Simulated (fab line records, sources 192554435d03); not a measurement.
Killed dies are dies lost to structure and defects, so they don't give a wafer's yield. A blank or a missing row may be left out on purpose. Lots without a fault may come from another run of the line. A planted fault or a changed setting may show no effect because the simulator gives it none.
A struck lot beside a sound one | flow n5_finfet | 16 steps out of a route of 1938
Sound: wafers L181.2, L181.3, L181.5. Struck: wafers L198.1, L198.3. The cause comes at the end.
At each step with rows: each side's tool, then ch and its chambers, then its first start. Under that, the readings that differ: sound wafers | struck wafers | difference of the means | sigmas: that difference in standard deviations of wafers without a fault.
alike: readings whose means differ by less than 2 such deviations, and words and numbers that are the same on both sides. not compared: withheld readings, readings that some wafer has no value for, bounds like >300 that may hide the same value, and numbers for which the record gives no deviation and whose values overlap.
The two part at a step that has a row with sigmas, a row that says differs or no value, or rows on one side only. Numbers that don't overlap but have no deviation are shown without sigmas and don't part them. A reading that every wafer of one side lacks parts them only if that side has two wafers or more.

first, 8 steps without rows for these wafers: N5_FIN_SAQP_COAT_49 (time 60 s, resist thk 100 nm); N5_FIN_SAQP_COAT_50 (time 60 s, resist thk 35 nm); N5_FIN_SAQP_COAT_10 (resist thk 90 nm); N5_FIN_SAQP_EBR_12; N5_FIN_SAQP_SOFTBAKE_11 (time 60 s); N5_FIN_SAQP_EXPOSE_13 (exposes mask FIN CORE, target cd 35.6 nm); N5_FIN_SAQP_PEB_14 (peb time 60 s); N5_FIN_SAQP_DEVELOP_15 (develop time 30 s).
N5_FIN_SAQP_CD_MEAS_16: target cd 35.6 nm.
  sound on cd_sem-02 ch 0, day 1 21:16; struck on cd_sem-02 ch 0, day 6 04:58
  alike: cd_nm
N5_FIN_SAQP_OVL_MEAS_17:
  sound on overlay-01 ch 0, day 1 21:19; struck on overlay-01 ch 0, day 6 05:00
  alike: FIN_CORE_OVL
N5_FIN_SAQP_INSPECT_18: inspects for defects (brightfield).
  sound on defect_inspect-01, day 1 21:20; struck on defect_inspect-02, day 6 05:01
  alike: raw_defect_count
N5_FIN_SAQP_DESCUM_21: chemistry O2, time 7.9 s.
  sound on rie_diel-03 ch 1,3, day 1 21:24; struck on rie_diel-03 ch 0,2, day 6 05:28
  alike: drypump_motor_current_A, oes_product_au, rf_vpp_V, showerhead_plenum_p_Torr, throttle_valve_pct
  not compared: rf_hours_counter_h
N5_FIN_SAQP_ETCH_51: etches SiARC in CF4, target depth 45.5 nm, time 75.8 s.
  sound on rie_diel-03 ch 1,3, day 1 21:26; struck on rie_diel-03 ch 0,2, day 6 05:30
  reading               | sound          | struck      | difference | sigmas
  etch_rf_on_time_s (s) | 75.2 76.9 75.4 | 119.3 114.1 | +40.9      | +22
  alike: drypump_motor_current_A, oes_product_au, rf_vpp_V, showerhead_plenum_p_Torr, throttle_valve_pct
  not compared: rf_hours_counter_h
N5_FIN_SAQP_ETCH_52: etches SOC in N2/H2, target depth 100 nm, overetch 20 nm, time 150 s.
  sound on rie_diel-03 ch 1,3, day 1 21:29; struck on rie_diel-03 ch 0,2, day 6 05:34
  alike: drypump_motor_current_A, oes_product_au, rf_vpp_V, showerhead_plenum_p_Torr, throttle_valve_pct
  not compared: rf_hours_counter_h
-- the record jumps here: 9 days lie between the struck wafers' starts before and after (it left off in module FIN_SAQP and takes up again in module BEOL_M4, whose first step shown is number 1111 of the route) --
N5_BEOL_M4_RC_MEAS_101:
  sound on prober-02 ch 0, day 9 00:58; struck on prober-01 ch 0, day 14 18:11
  reading        | sound          | struck    | difference | sigmas
  DIBL_N (mV/V)  | 36.5 36.5 34.7 | 33.6 30.1 | -4.0       | -2
  IOFF_P (nA/um) | 0.28 0.26 0.22 | 0.17 0.12 | -0.11      | -3
  ION_N (uA/um)  | 703 687 690    | 675 643   | -34        | -3
  ION_P (uA/um)  | 491 473 479    | 460 444   | -29        | -3
  VT_P (mV)      | -242 -244 -245 | -254 -259 | -13        | -3
  alike: DIBL_P, IOFF_N, SS_N, SS_P, VT_N
-- the record jumps here: 5 days lie between the struck wafers' starts before and after (it left off in module BEOL_M4 and takes up again in module PASSIVATION, whose first step shown is number 1936 of the route) --
N5_PASSIVATION_PROBE_49:
  sound on prober-01, day 13 02:58; struck on prober-01, day 19 11:41
  reading                 | sound       | struck  | difference | sigmas
  sort_bin_5_function (%) | 5.4 7.3 6.1 | 4.7 4.0 | -1.9       | -2
  alike: defect_limited_yield, killed_at_M0_to_M3, killed_at_M4_up, killed_at_contacts, killed_at_front_end, killed_at_other, killed_dies, killed_open, killed_short, sort_bin_4_leakage, sort_bin_6_memory, sort_n_pass, sort_yield_pct

WHERE THEY PART
First at N5_FIN_SAQP_ETCH_51; last, within this record, at N5_PASSIVATION_PROBE_49.

WHY: what the simulator had put in
Process parameter drift: rie_diel-03, from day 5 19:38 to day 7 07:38, at N5_FIN_SAQP_ETCH_51. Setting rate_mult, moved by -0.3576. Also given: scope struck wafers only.
